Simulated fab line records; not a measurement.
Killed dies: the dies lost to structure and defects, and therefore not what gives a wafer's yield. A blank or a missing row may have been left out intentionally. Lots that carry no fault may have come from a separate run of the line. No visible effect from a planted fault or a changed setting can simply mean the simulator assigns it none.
fab line records    flow n5Finfet
record lots=7  wafers=21
route steps=1938 shown BEOL_M8@1344 BEOL_M9@1401
startH: hours from the record's first day to the start of the lot's first wafer shown    waitH: how many hours have passed since the lot's step before this one    " identical to the entry in the row above    L1.1+2: several wafers, shown together as one row    - value missing, or start not given    * or withheld: withheld    < > ~ a bound
route shown NAME@n: NAME is a module with steps in the file, n the number in the route of the first one    usual: mean and standard deviation over wafers with no fault    same: alike in all rows    chamber/n: place in a boat    sites: each site's reading    _std_site: the values' standard deviation    _edge_site: mean of outer sites minus mean of inner sites    radiusMm: how far each site lies from the wafer's centre    mask NAME#n: copy n    behind: the tool/chamber that last shaped the wafer    hold: why the lot went on hold/how many hours it stayed there/how the hold came to an end    device: the transistor (n, p or np) that didn't switch    end of line: the route-end tests of the same wafers    step lacking rows: just its recipe    killed: dies lost to structure and defects at the first sort, not the wafer's yield    map: a wafer's dies, x killed, . not, _ none there
set.NAME: the setting as run; set.NAME@STEP: as run at that earlier step    model.NAME: the simulator's own value behind a step, which no gauge read
lots whose settings were changed on purpose; a table a step, a row a wafer
## steps
# step N5_BEOL_M8_DEVELOP_10
# recipe developTimeS=30  developer=TMAH  resist=CAR-ArF  rinseLiquid=diw  dry=airSpin  devTempC=23
lot.wafer   tool           chamber  startH  waitH  set.developTimeS
L076.2+4+5  lithoTrack-02  0        -       -      30
L079.1+2    lithoTrack-04  0        -       -      30
L079.4      "              0        "       "      25.58
L083.3+4+5  lithoTrack-05  0        -       -      30
L088.1+4+5  lithoTrack-05  0        -       -      30
L089.1+4    lithoTrack-04  0        -       -      30
L089.2      "              0        "       "      36.5
L090.1+2+5  lithoTrack-02  0        -       -      30
L092.1+4    lithoTrack-02  0        -       -      30
L092.3      "              0        "       "      35.89
# step N5_BEOL_M8_CD_MEAS_11
# recipe targetCdNm=38.5  landingEnergyEv=500  detector=seInlens  polarity=opening
# usual cdNm=38.5/0.36
lot.wafer  tool      chamber  startH  waitH  set.doseMj@BEOL_M8_EXPOSE_08  cdNm
L076.2     cdSem-01  0        227.03  -      68.25                         38.0
L076.4     "         0        "       "      68.25                         39.1
L076.5     "         0        "       "      68.25                         38.6
L079.1     cdSem-01  0        246.45  -      68.25                         38.5
L079.2     "         0        "       "      64.94                         35.6
L079.4     "         0        "       "      68.25                         37.9
L083.3     cdSem-02  0        257.67  -      68.25                         38.5
L083.4     "         0        "       "      68.25                         38.7
L083.5     "         0        "       "      68.25                         39.0
L088.1     cdSem-03  0        297.24  -      68.25                         38.5
L088.4     "         0        "       "      68.25                         38.3
L088.5     "         0        "       "      68.25                         38.2
L089.1     cdSem-02  0        299.75  -      64.01                         35.3
L089.2     "         0        "       "      68.25                         39.0
L089.4     "         0        "       "      68.25                         38.1
L090.1     cdSem-02  0        301.81  -      68.25                         38.4
L090.2     "         0        "       "      68.25                         38.7
L090.5     "         0        "       "      71.5                          40.9
L092.1     cdSem-01  0        323.06  -      68.25                         38.6
L092.3     "         0        "       "      68.25                         39.2
L092.4     "         0        "       "      68.25                         38.1
# step N5_BEOL_M8_DESCUM_16
# recipe chemistry=O2  timeS=7.9  sourcePowerW=50  biasPowerW=20  pressureMtorr=20  rfFrequencyHz=2.712e+07  tempC=40  resist=CAR-ArF  o2FlowSccm=225
# step N5_BEOL_M8_ETCH_61
# recipe chemistry=CF4  target=SiARC  targetDepthA=455  maskMaterial=CAR-ArF  timeS=75.8  ionEnergyEv=80  pressureMtorr=40  sourceW=545  biasW=36  Ar_flow_sccm=100  cf4FlowSccm=100  ends=cleared
lot.wafer  tool        chamber  startH  waitH  set.doseMj@BEOL_M8_EXPOSE_08  model.BEOL_M8.cdOffsetNm
L076.2+5   rieDiel-01  3,1      227.15  0.0    68.25                         -0.2
L076.4     "           0        "       "      68.25                         0.2
L079.1     rieDiel-05  0        246.59  0.0    68.25                         0.2
L079.2     "           3        "       "      64.94                         -2.4
L079.4     "           1        "       "      68.25                         -0.4
L083.3+4   rieDiel-05  3        257.98  0.0    68.25                         0.2
L083.5     "           2        "       "      68.25                         0.4
L088.1+5   rieDiel-05  1,0      297.38  0.0    68.25                         -0.4
L088.4     "           3        "       "      68.25                         0
L089.1     rieDiel-02  0        299.88  0.0    64.01                         -3.2
L089.2     "           3        "       "      68.25                         0.2
L089.4     "           1        "       "      68.25                         -0.2
L090.1     rieDiel-05  3        301.94  0.0    68.25                         0
L090.2     "           0        "       "      68.25                         0.2
L090.5     "           1        "       "      71.5                          2.2
L092.1     rieDiel-05  2        323.19  0.0    68.25                         -0.2
L092.3     "           1        "       "      68.25                         0.8
L092.4     "           3        "       "      68.25                         -0.4
# step N5_BEOL_M8_ETCH_62
# recipe chemistry=N2/H2  target=SOC  targetDepthA=1100  overetchA=220  maskMaterial=SiARC  tempC=40  timeS=165  ionEnergyEv=200  pressureMtorr=30  sourceW=840  biasW=150  n2FlowSccm=200  h2FlowSccm=200
lot.wafer  tool        chamber  startH  waitH  set.doseMj@BEOL_M8_EXPOSE_08  model.BEOL_M8.cdOffsetNm
L076.2     rieDiel-01  3        227.21  0.0    68.25                         -0.4
L076.4     "           0        "       "      68.25                         0
L076.5     "           1        "       "      68.25                         -0.2
L079.1     rieDiel-05  0        246.65  0.0    68.25                         0
L079.2     "           3        "       "      64.94                         -2.6
L079.4     "           1        "       "      68.25                         -0.4
L083.3+4   rieDiel-05  3        258.04  0.0    68.25                         0.4
L083.5     "           2        "       "      68.25                         0.6
L088.1     rieDiel-05  1        297.44  0.0    68.25                         -0.4
L088.4     "           3        "       "      68.25                         0
L088.5     "           0        "       "      68.25                         -0.6
L089.1     rieDiel-02  0        299.94  0.0    64.01                         -3.4
L089.2     "           3        "       "      68.25                         0
L089.4     "           1        "       "      68.25                         -0.2
L090.1     rieDiel-05  3        301.99  0.0    68.25                         0.4
L090.2     "           0        "       "      68.25                         0.2
L090.5     "           1        "       "      71.5                          2.2
L092.1     rieDiel-05  2        323.24  0.0    68.25                         -0.6
L092.3     "           1        "       "      68.25                         0.8
L092.4     "           3        "       "      68.25                         -0.4
# step N5_BEOL_M8_STRIP_68
# recipe chemistry=N2/H2  tempC=40  n2FlowSccm=200  h2FlowSccm=200  rfFrequencyHz=6e+07
# step N5_BEOL_M8_STRIP_67
# recipe chemistry=CF4  resist=SiARC  powerW=300  biasPowerW=75  pressureMtorr=50  cf4FlowSccm=150  rfFrequencyHz=6e+07
# step N5_BEOL_M8_HM_OPEN_17
# recipe chemistry=Cl2/BCl3  targetDepthA=200  overetchA=60  target=TiN  maskMaterial=SOC  ionEnergyEv=150  pressureMtorr=10  icpW=1000  biasW=126  Cl2_flow_sccm=53.25  bcl3FlowSccm=21.75  Ar_flow_sccm=25
# step N5_BEOL_M8_STRIP_19
# recipe chemistry=O2  powerW=400  tempC=40  pressureMtorr=30  rfFrequencyHz=6e+07  biasPowerW=0  overashFraction=0.2  o2FlowSccm=225
# step N5_BEOL_M8_CD_MEAS_18
# recipe pitchNm=80  targetCdNm=40
# usual cdNm=40.0/0.42
lot.wafer  tool      chamber  startH  waitH  set.doseMj@BEOL_M8_EXPOSE_08  cdNm
L076.2     cdSem-02  -        227.58  0.1    68.25                         39.8
L076.4     "         -        "       "      68.25                         39.9
L076.5     "         -        "       "      68.25                         40.1
L079.1     cdSem-01  -        247.01  0.0    68.25                         40.2
L079.2     "         -        "       "      64.94                         37.1
L079.4     "         -        "       "      68.25                         39.4
L083.3     cdSem-02  -        258.43  0.1    68.25                         40.5
L083.4     "         -        "       "      68.25                         40.6
L083.5     "         -        "       "      68.25                         40.8
L088.1     cdSem-03  -        297.85  0.0    68.25                         39.5
L088.4     "         -        "       "      68.25                         39.8
L088.5     "         -        "       "      68.25                         39.8
L089.1     cdSem-02  -        300.31  0.0    64.01                         36.6
L089.2     "         -        "       "      68.25                         40.2
L089.4     "         -        "       "      68.25                         40.3
L090.1     cdSem-02  -        302.36  0.0    68.25                         40.3
L090.2     "         -        "       "      68.25                         40.3
L090.5     "         -        "       "      71.5                          42.2
L092.1     cdSem-03  -        323.61  0.0    68.25                         39.4
L092.3     "         -        "       "      68.25                         40.6
L092.4     "         -        "       "      68.25                         39.7
# step N5_BEOL_M8_COAT_63
# recipe resist=SOC  tempC=250  timeS=60  spinRpm=1500  resistThkNm=60
# step N5_BEOL_M8_COAT_64
# recipe resist=SiARC  tempC=220  timeS=60  spinRpm=1500  resistThkNm=12
# step N5_BEOL_M8_STRIP_80
# recipe chemistry=N2/H2  timeS=10  powerW=450  tempC=40  pressureMtorr=20  rfFrequencyHz=6e+07  biasPowerW=7  n2FlowSccm=200  h2FlowSccm=200
# step N5_BEOL_M8_HM_STRIP_39
# recipe chemistry=peroxideTinStrip  material=TiN  targetDepthA=250  tempC=50  timeS=158
lot.wafer  tool         chamber  startH  waitH  set.tempC@BEOL_M8_PECVD_70  model.SiO2_of_BEOL_M8_PECVD_70.thkNm
L076.2+4   wetBench-06  1,4      229.34  0.0    400                         19.6
L076.5     "            5        "       "      400                         19.8
L079.1     wetBench-01  5        247.95  0.0    400                         20
L079.2     "            7        "       "      400                         19.8
L079.4     "            3        "       "      400                         20.2
L083.3     wetBench-01  1        259.63  0.0    400                         19.6
L083.4     "            0        "       "      400                         20.2
L083.5     "            2        "       "      400                         19.8
L088.1     wetBench-01  3        298.78  0.0    400                         19.6
L088.4     "            5        "       "      400                         20
L088.5     "            7        "       "      405.5                       19.2
L089.1     wetBench-06  3        301.66  0.0    400                         19.6
L089.2     "            2        "       "      400                         19.8
L089.4     "            1        "       "      412.2                       18
L090.1     wetBench-01  4        303.25  0.0    407.6                       18.8
L090.2     "            3        "       "      407.6                       19
L090.5     "            5        "       "      400                         20.2
L092.1     wetBench-01  0        324.55  0.0    413.7                       18
L092.3     "            1        "       "      413.7                       17.8
L092.4     "            5        "       "      400                         19.8
# step N5_BEOL_M8_SRD_40
# recipe timeS=30  tempC=23  rinseLiquid=diw  dry=ipaMarangoni
# step N5_BEOL_M8_PRECLEAN_42
# recipe chemistry=residueRemover  timeS=60  tempC=40
# step N5_BEOL_M8_SRD_43
# recipe timeS=30  tempC=23  rinseLiquid=diw  dry=ipaMarangoni
# step N5_BEOL_M8_CD_MEAS_35
# recipe targetCdNm=40  polarity=opening
# usual cdNm=39.9/0.4
lot.wafer  tool      chamber  startH  waitH  set.doseMj@BEOL_M8_EXPOSE_08  cdNm
L076.2     cdSem-01  -        229.47  0.0    68.25                         39.9
L076.4     "         -        "       "      68.25                         39.8
L076.5     "         -        "       "      68.25                         39.6
L079.1     cdSem-01  -        248.07  0.0    68.25                         40.1
L079.2     "         -        "       "      64.94                         37.2
L079.4     "         -        "       "      68.25                         39.4
L083.3     cdSem-02  -        259.75  0.0    68.25                         40.4
L083.4     "         -        "       "      68.25                         40.1
L083.5     "         -        "       "      68.25                         40.4
L088.1     cdSem-03  -        298.90  0.0    68.25                         39.8
L088.4     "         -        "       "      68.25                         39.8
L088.5     "         -        "       "      68.25                         39.8
L089.1     cdSem-03  -        301.78  0.0    64.01                         36.6
L089.2     "         -        "       "      68.25                         40.0
L089.4     "         -        "       "      68.25                         39.6
L090.1     cdSem-02  -        303.37  0.0    68.25                         40.2
L090.2     "         -        "       "      68.25                         40.4
L090.5     "         -        "       "      71.5                          41.7
L092.1     cdSem-01  -        324.67  0.0    68.25                         39.1
L092.3     "         -        "       "      68.25                         40.6
L092.4     "         -        "       "      68.25                         39.8
# step N5_BEOL_M9_ILD_DEP_00
# recipe material=SiCOH_lowk  targetThkA=3085.1  tempC=300  precursor=DEMS/porogen  pressureTorr=5  rfW=500  timeS=58
lot.wafer  tool      chamber  startH  waitH  set.timeS  model.SiCOH_lowk_of_BEOL_M9_ILD_DEP_00.thkNm
L076.2     pecvd-04  1        232.11  0.0    58         301.8
L076.4     "         1        "       "      58         306.2
L076.5     "         2        "       "      58         310.4
L079.1     pecvd-04  2        250.85  0.0    58         303.8
L079.2     "         0        "       "      58         302.6
L079.4     "         1        "       "      51.85      280.2
L083.3     pecvd-04  0        263.98  0.1    58         307.4
L083.4     "         2        "       "      58         307
L083.5     "         0        "       "      58         305.8
L088.1     pecvd-04  1        303.19  0.0    55.7       291
L088.4     "         1        "       "      58         311.6
L088.5     "         2        "       "      58         312.6
L089.1     pecvd-03  1        304.17  0.0    58         300.6
L089.2     "         2        "       "      58         303.6
L089.4     "         2        "       "      58         310.6
L090.1     pecvd-03  1        307.46  0.0    54.59      288.2
L090.2     "         2        "       "      58         306.8
L090.5     "         1        "       "      54.59      293.2
L092.1     pecvd-04  0        327.96  0.0    49.42      259.8
L092.3     "         2        "       "      58         307
L092.4     "         2        "       "      58         311.2
# step N5_BEOL_M9_CURE_71
# recipe tempC=385  timeS=240  ambient=He/Ar  material=SiCOH_lowk
lot.wafer  tool       chamber  startH  waitH  set.timeS@BEOL_M9_ILD_DEP_00  model.SiCOH_lowk_of_BEOL_M9_ILD_DEP_00.thkNm
L076.2     uvCure-01  2        232.35  0.2    58                            262
L076.4     "          2        "       "      58                            266
L076.5     "          2        "       "      58                            269.6
L079.1     uvCure-01  0        250.93  0.0    58                            263.8
L079.2     "          0        "       "      58                            262.8
L079.4     "          0        "       "      51.85                         243.2
L083.3     uvCure-01  0        264.22  0.2    58                            267
L083.4     "          0        "       "      58                            266.6
L083.5     "          0        "       "      58                            265.6
L088.1     uvCure-03  0        303.27  0.0    55.7                          252.6
L088.4     "          0        "       "      58                            270.8
L088.5     "          0        "       "      58                            271.6
L089.1     uvCure-01  0        304.27  0.1    58                            261
L089.2     "          0        "       "      58                            263.6
L089.4     "          0        "       "      58                            269.8
L090.1     uvCure-03  1        307.57  0.1    54.59                         250
L090.2     "          1        "       "      58                            266.4
L090.5     "          1        "       "      54.59                         254.4
L092.1     uvCure-01  0        328.04  0.0    49.42                         225.2
L092.3     "          0        "       "      58                            266.8
L092.4     "          0        "       "      58                            270.4
# step N5_BEOL_M9_THK_MEAS_01
# recipe reads=SiCOH_lowk_of_BEOL_M9_ILD_DEP_00
# usual M9_ILD_THK=266.7/2.9
lot.wafer  tool          chamber  startH  waitH  set.timeS@BEOL_M9_ILD_DEP_00  M9_ILD_THK[nm]
L076.2     filmMetro-01  -        232.78  0.4    58                            262.1
L076.4     "             -        "       "      58                            265.8
L076.5     "             -        "       "      58                            269.6
L079.1     filmMetro-01  -        251.44  0.4    58                            263.5
L079.2     "             -        "       "      58                            263.0
L079.4     "             -        "       "      51.85                         243.1
L083.3     filmMetro-02  -        264.57  0.3    58                            267.1
L083.4     "             -        "       "      58                            266.5
L083.5     "             -        "       "      58                            265.7
L088.1     filmMetro-02  -        303.78  0.4    55.7                          252.6
L088.4     "             -        "       "      58                            270.7
L088.5     "             -        "       "      58                            271.5
L089.1     filmMetro-02  -        304.78  0.4    58                            260.9
L089.2     "             -        "       "      58                            263.6
L089.4     "             -        "       "      58                            269.8
L090.1     filmMetro-01  -        308.09  0.4    54.59                         249.9
L090.2     "             -        "       "      58                            266.6
L090.5     "             -        "       "      54.59                         254.3
L092.1     filmMetro-02  -        329.03  0.8    49.42                         225.3
L092.3     "             -        "       "      58                            266.9
L092.4     "             -        "       "      58                            270.3
## key
split step=N5_BEOL_M8_DEVELOP_10  setting=developTimeS  stated=30  by=wafer
response none clear
split step=N5_BEOL_M9_ILD_DEP_00  setting=timeS  stated=58  by=wafer
response step=N5_BEOL_M9_ILD_DEP_00  reading=model.SiCOH_lowk_of_BEOL_M9_ILD_DEP_00.thkNm  change=+3.02  per=1%  r=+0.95
response step=N5_BEOL_M9_CURE_71  reading=model.SiCOH_lowk_of_BEOL_M9_ILD_DEP_00.thkNm  change=+2.65  per=1%  r=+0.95
response step=N5_BEOL_M9_THK_MEAS_01  reading=M9_ILD_THK  change=+2.65  per=1%  r=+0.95
split outsideThisFile step=N5_BEOL_M8_PECVD_70 setting=tempC
split outsideThisFile step=N5_BEOL_M8_EXPOSE_08 setting=doseMj
# split outsideThisFile: this setting was split too, and the file shows its column; the key of that split is in another file
